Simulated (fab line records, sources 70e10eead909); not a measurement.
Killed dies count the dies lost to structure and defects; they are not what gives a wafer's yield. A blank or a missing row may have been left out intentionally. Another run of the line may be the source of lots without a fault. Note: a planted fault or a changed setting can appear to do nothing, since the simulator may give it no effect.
Which tool was responsible? -- flow nand_harc -- Sampling: 24 lots, 72 wafers, 2 of 1302 route steps

== WHAT EACH GAUGE READ, for each wafer ==
NHARC_A_CHANNEL_FILL_D1_INSPECT_13. Usual: raw_defect_count reads 314 (standard deviation 140).
lot,measured,on,raw_defect_count,flag
L074,day 11 03:26,defect_inspect-01,213 169 172,
L075,day 11 16:10,defect_inspect-01,427 291 436,
L076,day 11 16:10,defect_inspect-02,419 377 385,
L077,day 12 05:09,defect_inspect-01,409 235 325,
L078,day 12 19:16,defect_inspect-01,336 334 265,
L079,day 12 19:16,defect_inspect-02,355 829 259,
L081,day 13 15:55,defect_inspect-02,214 224 289,
L080,day 13 15:56,defect_inspect-01,300 299 230,
L083,day 14 14:47,defect_inspect-02,308 278 195,
L082,day 14 18:33,defect_inspect-02,352 360 250,
L085,day 15 05:53,defect_inspect-02,263 151 319,
L084,day 15 05:54,defect_inspect-01,156 252 177,
L086,day 15 18:39,defect_inspect-02,261 251 249,
L088,day 16 23:31,defect_inspect-02,335 267 432,
L087,day 17 03:01,defect_inspect-02,303 317 274,
L089,day 17 07:32,defect_inspect-01,354 476 287,
L090,day 17 18:13,defect_inspect-01,134 252 261,
L091,day 18 01:56,defect_inspect-02,292 379 594,
L092,day 18 13:15,defect_inspect-01,267 235 238,
L093,day 18 19:31,defect_inspect-02,630 346 790,
L094,day 19 11:13,defect_inspect-02,362 534 349,
L095,day 19 15:32,defect_inspect-02,378 344 231,
L096,day 20 06:23,defect_inspect-02,256 213 137,
L097,day 20 06:23,defect_inspect-01,231 129 115,

NHARC_A_ONON_D2_THK_MEAS_14: measures by ellipsometry. Usual: thk_nm reads 998 nm (standard deviation 11).
lot,measured,on,thk_nm (nm),flag
L074,day 12 16:01,film_metro-02,990 990 992,
L075,day 13 02:02,film_metro-01,1008 1010 1009,
L076,day 13 02:04,film_metro-02,1000 1001 1000,
L077,day 13 17:28,film_metro-02,998 995 997,
L078,day 14 13:29,film_metro-01,988 989 988,
L079,day 14 13:17,film_metro-01,1018 1018 1022,
L081,day 15 11:25,film_metro-01,1013 1013 1014,
L080,day 15 11:31,film_metro-02,995 995 995,
L083,day 16 03:52,film_metro-01,998 999 999,
L082,day 16 03:51,film_metro-02,991 990 991,
L085,day 16 21:58,film_metro-01,991 992 989,
L084,day 16 22:02,film_metro-01,1000 999 1000,
L086,day 17 11:48,film_metro-01,1018 1019 1017,
L088,day 18 16:41,film_metro-01,991 993 989,
L087,day 18 18:42,film_metro-01,1003 1002 1003,
L089,day 19 02:23,film_metro-02,988 989 989,
L090,day 19 02:01,film_metro-02,1014 1015 1013,
L091,day 19 18:31,film_metro-01,1009 1008 1007,
L092,day 20 02:56,film_metro-02,992 992 992,
L093,day 20 09:43,film_metro-02,1003 1002 1003,
L094,day 21 01:53,film_metro-01,986 984 985,
L095,day 21 06:46,film_metro-02,986 986 986,
L096,day 21 19:12,film_metro-02,991 993 994,
L097,day 21 19:22,film_metro-02,973 973 972,

== WHICH TOOL RAN EACH LOT (tool, then ch and the chambers of the sampled wafers, then the start) ==
The record holds no process step before these readings.

== AS READ BY THE TOOLS THEMSELVES (means over the sampled wafers that have a number; for cases with no such wafer, the mark the record gives instead) ==
The record holds no such reading with a usual standard deviation.

== THE ANSWER, worked out from the rows above alone ==
Rule: take the mean of a lot's wafers that have a number; if it is more than 3 standard deviations from the usual mean, the lot is off. A lot without any number at a reading at which 4 lots or more have one is off too. Where the step has rows for the other lots, those lots are counted as sound. The gauges are gone through in route order, then the tools' own readings, and for those a lot's mean is taken as printed above. The first step at which some lot is off is used, and at that step the reading that is off furthest; a lot without a number counts as furthest.
None of the lots is off at any reading shown; this tells nothing.

== WHAT WAS PUT IN BY THE SIMULATOR ==
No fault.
